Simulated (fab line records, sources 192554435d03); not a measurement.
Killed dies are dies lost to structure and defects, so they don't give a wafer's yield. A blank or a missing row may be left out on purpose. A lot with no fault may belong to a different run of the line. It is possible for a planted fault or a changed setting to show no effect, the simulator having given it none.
Which tool did it?    flow n5Finfet    Sampling: 8 lots, 24 wafers, 8 of 1938 route steps

WHAT THE GAUGES SHOWED, per wafer
N5_DUMMY_GATE_CD_MEAS_24 targets a cd of 15 nm.
lot   measured     on        cdNm (nm)
L906  day 3 11:02  cdSem-01  15.10 14.99 14.91
L907  day 3 16:32  cdSem-02  15.19 14.75 14.82
L908  day 3 22:58  cdSem-01  15.21 15.46 15.03
L909  day 4 04:39  cdSem-03  15.13 15.29 15.53
L912  day 4 21:32  cdSem-01  15.39 14.70 15.00
L922  day 7 04:21  cdSem-02  15.02 15.42 15.40
L924  day 7 16:52  cdSem-02  14.96 14.92 15.27
L925  day 8 00:47  cdSem-03  15.30 14.90 15.08

N5_DUMMY_GATE_INSPECT_27: inspects for defects (brightfield).
lot   measured     on                rawDefectCount
L906  day 3 11:29  defectInspect-02  392 316 298
L907  day 3 16:58  defectInspect-01  401 462 286
L908  day 3 23:16  defectInspect-01  1472 1362 1285
L909  day 4 04:56  defectInspect-01  300 204 354
L912  day 4 21:53  defectInspect-01  1287 1344 1289
L922  day 7 04:38  defectInspect-01  187 183 303
L924  day 7 17:08  defectInspect-02  281 282 227
L925  day 8 01:11  defectInspect-02  425 472 449

N5_SPACER0_INSPECT_04: inspects for defects (darkfield).
lot   measured     on                rawDefectCount
L906  day 3 12:35  defectInspect-01  197 176 157
L907  day 3 17:34  defectInspect-02  211 181 142
L908  day 4 00:27  defectInspect-01  1264 1196 1161
L909  day 4 05:32  defectInspect-01  121 102 135
L912  day 4 22:29  defectInspect-02  1174 1197 1183
L922  day 7 06:37  defectInspect-02  101 90 134
L924  day 7 17:45  defectInspect-02  124 129 100
L925  day 8 02:05  defectInspect-02  175 222 214

N5_SD_EPI_N_INSPECT_11: inspects for defects (macro).
lot   measured     on                rawDefectCount
L906  day 3 12:55  defectInspect-02  1 2 3
L907  day 3 17:55  defectInspect-02  1 0 3
L908  day 4 00:47  defectInspect-02  >300 >300 >300
L909  day 4 05:59  defectInspect-01  5 2 3
L912  day 4 22:56  defectInspect-01  >300 >300 >300
L922  day 7 07:05  defectInspect-01  1 0 3
L924  day 7 18:12  defectInspect-02  1 2 1
L925  day 8 02:25  defectInspect-02  2 0 3

N5_BEOL_M4_RC_MEAS_101.
lot   measured      on         DIBL_N (mV/V)   DIBL_P (mV/V)   IOFF_N (nA/um)     IOFF_P (nA/um)  ION_N (uA/um)  ION_P (uA/um)  SS_N (mV/dec)   SS_P (mV/dec)   VT_N (mV)          VT_P (mV)
L906  day 9 09:17   prober-02  38.2 37.8 36.8  36.8 37.5 36.2  0.170 0.172 0.154  0.20 0.20 0.18  676 682 681    451 458 465    71.7 71.7 70.8  73.0 73.5 73.3  246.3 248.8 248.1  -252 -254 -254
L907  day 9 13:38   prober-01  36.2 36.6 38.0  36.9 38.1 40.1  0.161 0.170 0.195  0.19 0.21 0.25  672 673 679    455 459 464    70.7 71.9 71.2  73.9 74.1 73.9  249.6 250.5 248.4  -253 -256 -248
L908  day 9 16:39   prober-01  35.9 34.8 37.2  35.7 33.5 36.3  0.133 0.114 0.153  0.21 0.18 0.22  672 657 672    469 464 464    70.8 70.9 70.8  72.8 72.1 73.4  254.0 257.3 250.8  -249 -254 -248
L909  day 9 19:14   prober-02  33.3 36.0 34.6  32.9 35.6 34.2  0.124 0.170 0.146  0.22 0.28 0.25  664 676 681    472 475 480    70.8 71.4 71.1  73.2 73.1 72.8  252.9 246.2 250.2  -244 -242 -241
L912  day 10 12:02  prober-02  36.0 36.1 34.7  36.1 36.0 34.3  0.164 0.164 0.138  0.26 0.26 0.24  671 669 676    467 468 472    71.0 71.2 70.9  73.4 74.3 73.3  248.0 248.1 251.7  -244 -245 -248
L922  day 12 17:49  prober-01  34.4 34.2 36.5  34.7 34.4 35.7  0.139 0.137 0.171  0.18 0.19 0.20  681 682 669    467 461 459    71.0 70.4 70.6  72.9 73.2 73.6  249.3 250.0 246.5  -251 -250 -249
L924  day 13 23:28  prober-01  35.0 32.7 33.5  36.6 34.0 34.5  0.127 0.110 0.115  0.17 0.14 0.15  657 659 650    458 455 451    71.6 70.4 71.0  72.9 72.7 72.9  255.0 254.8 254.3  -255 -254 -259
L925  day 14 16:38  prober-02  37.8 37.4 38.6  38.2 37.7 39.7  0.167 0.154 0.186  0.22 0.21 0.24  665 661 679    453 459 463    71.4 71.3 71.7  73.6 73.1 73.4  249.4 250.7 250.4  -250 -251 -251

WHAT TOOL EACH LOT RAN ON (gives the tool, then ch and the chambers of the sampled wafers, and finally the start)
lot   N5_DUMMY_GATE_ETCH_29             N5_DUMMY_GATE_STRIP_41            N5_DUMMY_GATE_ETCH_23
L906  rieDiel-05 ch 1,2,3, day 3 09:48  rieDiel-04 ch 0,1,2, day 3 10:38  rieSi-02 ch 0,1,2, day 3 10:52
L907  rieDiel-04 ch 0,1,2, day 3 15:28  rieDiel-04 ch 0,1,3, day 3 16:08  rieSi-01 ch 0,1,3, day 3 16:22
L908  rieDiel-04 ch 1,2,3, day 3 22:10  rieDiel-06 ch 0,1,2, day 3 22:34  rieSi-02 ch 0,1,3, day 3 22:49
L909  rieDiel-05 ch 0,1,2, day 4 03:50  rieDiel-06 ch 0,3, day 4 04:14    rieSi-04 ch 0,2, day 4 04:29
L912  rieDiel-04 ch 1,2,3, day 4 20:43  rieDiel-06 ch 0,3, day 4 21:08    rieSi-04 ch 1,2,3, day 4 21:22
L922  rieDiel-04 ch 0,1,3, day 7 03:32  rieDiel-05 ch 2,3, day 7 03:56    rieSi-01 ch 0,1, day 7 04:11
L924  rieDiel-05 ch 0,1,2, day 7 16:03  rieDiel-06 ch 0,1,3, day 7 16:27  rieSi-04 ch 0,1,2, day 7 16:41
L925  rieDiel-05 ch 0,2,3, day 7 23:58  rieDiel-06 ch 0,3, day 8 00:23    rieSi-01 ch 1,2,3, day 8 00:37
- N5_DUMMY_GATE_ETCH_29: etches underlayer in N2/H2, target depth 13 nm.
- N5_DUMMY_GATE_STRIP_41: strips in O2.
- N5_DUMMY_GATE_ETCH_23: etches poly-Si in HBr/Cl2/O2, target depth 41 nm, time 22.3 s.

AS READ BY THE TOOLS THEMSELVES (means over the sampled wafers that have a number; for cases with no such wafer, the mark the record gives instead)
N5_DUMMY_GATE_ETCH_29.
lot   tool        biasW (W)  drypumpMotorCurrentA (A)  oesProductAu (a.u.)  rfVppV (V)  showerheadPlenumPTorr (Torr)  throttleValvePct (%)
L906  rieDiel-05  150.0      5.5                       0.78                 523.9       2.55                          17.87
L907  rieDiel-04  149.6      5.8                       0.77                 521.8       2.47                          17.73
L908  rieDiel-04  150.0      6.0                       0.78                 521.4       2.44                          17.90
L909  rieDiel-05  150.2      5.5                       0.78                 525.5       2.63                          18.02
L912  rieDiel-04  150.3      6.0                       0.77                 520.9       2.44                          17.90
L922  rieDiel-04  150.2      5.9                       0.78                 519.9       2.41                          17.81
L924  rieDiel-05  149.6      5.5                       0.76                 526.5       2.62                          18.06
L925  rieDiel-05  149.8      5.6                       0.74                 523.5       2.54                          18.07

N5_DUMMY_GATE_STRIP_41.
lot   tool        drypumpMotorCurrentA (A)  oesProductAu (a.u.)  rfVppV (V)  showerheadPlenumPTorr (Torr)  throttleValvePct (%)
L906  rieDiel-04  5.8                       0.77                 3.6         2.05                          16.53
L907  rieDiel-04  5.8                       0.80                 3.9         2.00                          16.57
L908  rieDiel-06  6.2                       0.74                 4.3         2.15                          17.01
L909  rieDiel-06  6.1                       0.80                 3.5         2.12                          16.83
L912  rieDiel-06  6.2                       0.81                 3.5         2.12                          16.83
L922  rieDiel-05  5.3                       0.78                 3.9         2.07                          16.73
L924  rieDiel-06  6.2                       0.82                 3.5         2.12                          16.86
L925  rieDiel-06  6.2                       0.78                 3.6         2.11                          16.87

N5_DUMMY_GATE_ETCH_23.
lot   tool      biasW (W)  drypumpMotorCurrentA (A)  oesProductAu (a.u.)  throttleValvePct (%)
L906  rieSi-02  102.07     5.5                       0.999                37.17
L907  rieSi-01  101.96     5.5                       1.010                37.22
L908  rieSi-02  102.13     5.5                       1.003                37.23
L909  rieSi-04  102.12     6.0                       1.006                37.03
L912  rieSi-04  102.28     6.0                       0.985                37.23
L922  rieSi-01  101.70     5.3                       1.005                37.31
L924  rieSi-04  102.05     5.8                       1.000                37.25
L925  rieSi-01  102.11     5.9                       1.008                37.21

THE ANSWER, worked out from the rows above alone
Rule: usual is defined by the lots themselves. The widest of any qualifying gaps counts: lots, ordered by their means at a reading, are off when they make up no more than a third of the lots, leave a main group of 4 or more, and stand apart from it by 3 or more times the standard deviation of that group's means. Not used: any main group whose means are identical at the precision the tables above print for the reading. A lot without any number at a reading at which 4 lots or more have one is off too. The other lots that the step has rows for count as sound. The gauges are gone through in route order, then the tools' own readings, and for those a lot's mean is taken as printed above. At the first step where some lot is off, the reading lying furthest off is the one used; lots without a number count as furthest.
Off: L908, L912 (N5_DUMMY_GATE_INSPECT_27, rawDefectCount). Main group: mean 323, sd 76.
If a tool, at a process step before that reading, ran all the lots that are off and no sound lot after the first of them, it fits. Gauges at N5_DUMMY_GATE_INSPECT_27: tried the same way as those tools. Of those tried, none fits.

WHAT THE SIMULATOR HAD INSERTED
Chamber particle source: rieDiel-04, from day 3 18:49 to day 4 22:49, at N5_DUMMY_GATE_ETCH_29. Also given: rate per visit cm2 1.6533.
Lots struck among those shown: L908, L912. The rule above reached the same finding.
